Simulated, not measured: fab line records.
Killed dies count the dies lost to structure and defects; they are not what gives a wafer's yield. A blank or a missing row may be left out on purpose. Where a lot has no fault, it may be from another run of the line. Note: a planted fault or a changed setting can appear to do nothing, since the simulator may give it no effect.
Matching of chambers | flow nand_harc | rie_diel-01 running NHARC_A_CHANNEL_FILL_D1_ETCHBACK_20: 4 sister chambers
The step etches the open film in C4F8/O2/Ar, target depth 27 nm, time 13.5 s. 14 wafers are shown with their chamber, then 7 later ones without.

== WAFERS, EACH WITH ITS CHAMBER ==
wafer  | chamber | rf_vpp_V (V) | oes_product_au (a.u.)
L474.4 | 0       | 970          | 0.99
L474.5 | 3       | 985          | 1.00
L474.6 | 2       | 970          | 0.99
L485.1 | 2       | 969          | 0.92
L485.2 | 1       | 971          | 0.92
L485.6 | 3       | 985          | 0.91
L486.1 | 0       | 969          | 1.00
L486.5 | 2       | 967          | 0.99
L486.6 | 1       | 970          | 1.00
L487.1 | 3       | 986          | 0.99
L487.4 | 2       | 969          | 0.98
L487.5 | 0       | 971          | 1.01
L489.1 | 3       | 986          | 0.99
L489.4 | 1       | 970          | 1.00

SIGNATURES (means of the wafers above)
reading        | chamber 0 | chamber 1 | chamber 2 | chamber 3 | scatter within a chamber
rf_vpp_V       | 970.00    | 970.33    | 968.75    | 985.50    | 0.917
oes_product_au | 1.0000    | 0.9733    | 0.9700    | 0.9725    | 0.0363
Rule: a wafer lies at a distance from a chamber equal to the root of the sum of squares, over the readings, of (its reading less the chamber's mean, divided by the reading's scatter). If the next closest chamber is less than 2 further off than the closest, the wafer can't be placed; otherwise it belongs to the closest. The scatter: take each reading less its chamber's mean, square it, sum over the shown wafers, divide by the number of wafers less the number of chambers, and take the root.

== WAFERS WITH NO CHAMBER GIVEN ==
wafer  | rf_vpp_V (V) | oes_product_au (a.u.)
L489.5 | 968          | 1.01
L491.2 | 986          | 1.00
L491.3 | 969          | 1.00
L491.6 | 969          | 1.00
L494.2 | 985          | 0.99
L494.4 | 971          | 0.98
L494.5 | 969          | 0.99

== EACH ONE'S CHAMBER ==
wafer  | from the rows above          | in truth
L489.5 | can't be placed: 2 or 0 or 1 | 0
L491.2 | 3                            | 3
L491.3 | can't be placed: 2 or 0 or 1 | 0
L491.6 | can't be placed: 2 or 0 or 1 | 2
L494.2 | 3                            | 3
L494.4 | can't be placed: 1 or 0 or 2 | 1
L494.5 | can't be placed: 2 or 0 or 1 | 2
Correct placement for 2 of the 7. Not placeable from these rows: 5 (in 5, the candidates include the true chamber). Placed wrongly: 0.
